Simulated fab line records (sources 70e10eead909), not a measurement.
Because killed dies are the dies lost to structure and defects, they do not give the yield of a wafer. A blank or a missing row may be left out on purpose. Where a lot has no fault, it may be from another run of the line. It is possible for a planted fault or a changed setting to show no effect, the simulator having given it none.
Problem report, 8D (eight disciplines) form, completed by code	flow nand harc	the parts of the form that need people (team, actions taken, sign-off) are left out

== 1. WHAT WENT WRONG ==
At NHARC_A_M0_CD_MEAS_09, cd nm averages 98.4 nm over 6 wafers from 2 lots, while fault-free wafers read 80.3 nm, standard deviation 0.71. That puts it +26 standard deviations away from the usual mean.
The step: target cd 80 nm.
Seen first at day 19 23:43 on cd sem-03, wafer L571.1. At this step, 30 wafers from 10 lots have a number in the record. By rule, "out" or "out of limits" means more than 4 standard deviations away from the usual mean. The other wafers with a number count as sound.

== 2. WHAT IT IS, WHAT IT ISN'T ==
question	is	is not
which readings at this step	cd nm	-
which lots	L570, L571	L565, L567, L568, L569, L572, L577, L584, L586
which wafers of those lots	all that have a number	-
read on which gauges	cd sem-03	cd sem-01, cd sem-02
when	from day 19 23:43	up to then (15 sound wafers); but 9 sound wafers of L577, L584, L586 came after

== 3. WHAT RULES OUT EACH SUSPECT ==
Counting: a tool at any process step up to the reading remains a suspect when it ran all the lots that are out and ran no sound lot after the first of those.
- the gauge at NHARC_A_M0_CD_MEAS_09 is ruled out. All the wafers that are out were read on cd sem-03, but those of them that NHARC_A_M0_EXPOSE_06 has rows for are out there too, on other tools.
- arfi scanner-02 at NHARC_A_M0_EXPOSE_06 (exposes mask A M0, target cd 80 nm): kept. It ran every lot that is out, first L571 (day 19 23:35), and no sound lot after that; its last sound lot up to then is L567 (day 18 14:08). Its own exposure dose mJ cm2 readings are out on those wafers.
Left after counting: arfi scanner-02 at NHARC_A_M0_EXPOSE_06.

== 4. THE CAUSE (what the simulator had put in) ==
Process parameter drift: arfi scanner-02, from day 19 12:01 on, at NHARC_A_M0_EXPOSE_06. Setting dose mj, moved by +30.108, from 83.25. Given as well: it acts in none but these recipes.
Counting left only this tool.

== 5. THE EFFECT CHAIN, in route order ==
Each row: a reading where the mean over the struck wafers with a number is more than 3 standard deviations away from the usual. Scope: only readings with a usual standard deviation given in the record; hours: median across lots of the time from each lot's start at the first step in this table that gives one to its start at this step; sigmas: change in usual standard deviations.
hours	step	reading	usual	on struck wafers	change	sigmas
0	NHARC_A_M0_EXPOSE_06	exposure dose mJ cm2	83.9	111.8	+27.8	+40
0	NHARC_A_M0_CD_MEAS_09	cd nm	80.3 nm	98.4	+18.1	+26
Its process steps:
- NHARC_A_M0_EXPOSE_06: exposes mask A M0, target cd 80 nm.
At these later measuring or inspecting steps, every struck wafer for which the step has a row has a number for every such reading, and none has moved that far: NHARC_END_SORT_01.

== 6. WHAT WOULD HAVE CAUGHT IT SOONER ==
12 hours passed between the start of the fault at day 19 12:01 and the first reading out of limits at a measuring or inspecting step in this record, taken at day 19 23:43.
Tool's own readings at NHARC_A_M0_EXPOSE_06, exposure dose mJ cm2: out on all struck wafers the step has rows for; an alarm limit on them would have tripped on the first.
L570, from the lots that are out (2), started NHARC_A_M0_EXPOSE_06 on arfi scanner-02 later than day 19 23:43. Putting the tool on hold at that point would have spared it.
